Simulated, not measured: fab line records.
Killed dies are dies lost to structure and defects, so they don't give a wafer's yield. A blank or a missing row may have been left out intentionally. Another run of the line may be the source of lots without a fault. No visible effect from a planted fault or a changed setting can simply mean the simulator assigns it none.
Which tool was responsible?	flow n5_finfet	Sampling: 9 lots, 26 wafers, 6 of 1938 route steps

## WHAT THE GAUGES READ, wafer by wafer
N5_BEOL_M4_RC_MEAS_101.
lot	measured	on	DIBL_N (mV/V)
L428	day 7 23:18	prober-02	40.3 37.1 43.8
L429	day 8 02:19	prober-02	37.4 36.8 39.6
L430	day 8 05:23	prober-02	39.7 36.8 33.8
L431	day 8 22:55	prober-02	37.5 36.0 41.5
L438	day 10 09:41	prober-01	34.9 34.1 34.6
L439	day 10 19:25	prober-01	37.4 37.1
L446	day 12 22:43	prober-01	32.3 36.5 32.7
L450	day 14 07:43	prober-02	37.7 40.0 35.8
L451	day 14 06:08	prober-01	37.3 37.0 33.1

## WHAT TOOL EACH LOT RAN ON (gives the tool, then ch and the chambers of the sampled wafers, and finally the start)
lot	N5_BEOL_M0_SAQP_PECVD_96	N5_BEOL_M0_SAQP_DESCUM_19	N5_BEOL_M0_SAQP_ETCH_102	N5_BEOL_M0_SAQP_MANDREL_ETCH_103	N5_BEOL_M0_SAQP_RECESS_104
L428	pecvd-02 ch 0,1,2, day 5 09:18	rie_diel-02 ch 1,2,3, day 5 10:02	rie_si-06 ch 0,1,2, day 5 11:56	rie_si-06 ch 0,1,2, day 5 11:58	vapor_etch-01 ch 0,1, day 5 12:10
L429	pecvd-01 ch 0,2, day 5 14:58	rie_diel-02 ch 0,1,3, day 5 15:43	rie_si-01 ch 0,1,2, day 5 17:25	rie_si-01 ch 0,1,2, day 5 17:27	vapor_etch-02 ch 0,1, day 5 17:39
L430	pecvd-02 ch 0,1,2, day 5 22:00	rie_diel-06 ch 0,1,2, day 5 22:51	rie_si-02 ch 0,2,3, day 6 00:42	rie_si-02 ch 0,2,3, day 6 00:44	vapor_etch-02 ch 0,1, day 6 00:49
L431	pecvd-02 ch 1,2, day 6 06:16	rie_diel-04 ch 1,2,3, day 6 06:55	rie_si-06 ch 0,1,2, day 6 08:39	rie_si-06 ch 0,1,2, day 6 08:41	vapor_etch-02 ch 0,1, day 6 08:53
L438	pecvd-01 ch 0,2, day 7 19:08	rie_diel-06 ch 0,3, day 7 19:58	rie_si-01 ch 0,1,2, day 7 22:34	rie_si-01 ch 0,1,2, day 7 22:36	vapor_etch-01 ch 0,1, day 7 22:48
L439	pecvd-02 ch 1,2, day 8 04:35	rie_diel-06 ch 3, day 8 05:18	rie_si-02 ch 0,1, day 8 07:04	rie_si-02 ch 0,1, day 8 07:06	vapor_etch-01 ch 0,1, day 8 07:11
L446	pecvd-02 ch 0,1,2, day 9 21:01	rie_diel-02 ch 0,1, day 9 21:46	rie_si-06 ch 1,2, day 10 00:17	rie_si-06 ch 1,2, day 10 00:19	vapor_etch-01 ch 0,1, day 10 00:23
L450	pecvd-04 ch 1,2, day 11 00:16	rie_diel-02 ch 1,2,3, day 11 01:02	rie_si-01 ch 1,2,3, day 11 03:06	rie_si-01 ch 1,2,3, day 11 03:08	vapor_etch-01 ch 0,1, day 11 03:13
L451	pecvd-04 ch 0,1, day 11 06:24	rie_diel-06 ch 0,2,3, day 11 07:02	rie_si-01 ch 1,2,3, day 11 08:44	rie_si-01 ch 1,2,3, day 11 08:47	vapor_etch-02 ch 0,1, day 11 08:59
- N5_BEOL_M0_SAQP_PECVD_96: deposits a-Si from SiH4/He, target thk 45 nm, time 45.2 s.
- N5_BEOL_M0_SAQP_DESCUM_19: chemistry O2, time 7.9 s.
- N5_BEOL_M0_SAQP_ETCH_102: etches SiO2 in CF4, target depth 4 nm, time 4.4 s.
- N5_BEOL_M0_SAQP_MANDREL_ETCH_103: etches a-Si in HBr/Cl2, stops on SiCN, target depth 45 nm, bt time 10 s, time 27 s.
- N5_BEOL_M0_SAQP_RECESS_104: chemistry HF/NH3, target SiO2, target depth 18 nm, afs cycles 3, sublimation time 60 s.

## THE ANSWER, worked out from the rows above alone
Rule: usual is defined by the lots themselves. The widest of any qualifying gaps counts: lots, ordered by their means at a reading, are off when they make up no more than a third of the lots, leave a main group of 4 or more, and stand apart from it by 3 or more times the standard deviation of that group's means. Not used: any main group whose means are identical at the precision the tables above print for the reading. A lot without any number at a reading at which 4 lots or more have one is off too. Where the step has rows for the other lots, those lots are counted as sound.
No lot is off on any of the readings shown, so nothing can be concluded from this.

## WHAT THE SIMULATOR HAD INSERTED
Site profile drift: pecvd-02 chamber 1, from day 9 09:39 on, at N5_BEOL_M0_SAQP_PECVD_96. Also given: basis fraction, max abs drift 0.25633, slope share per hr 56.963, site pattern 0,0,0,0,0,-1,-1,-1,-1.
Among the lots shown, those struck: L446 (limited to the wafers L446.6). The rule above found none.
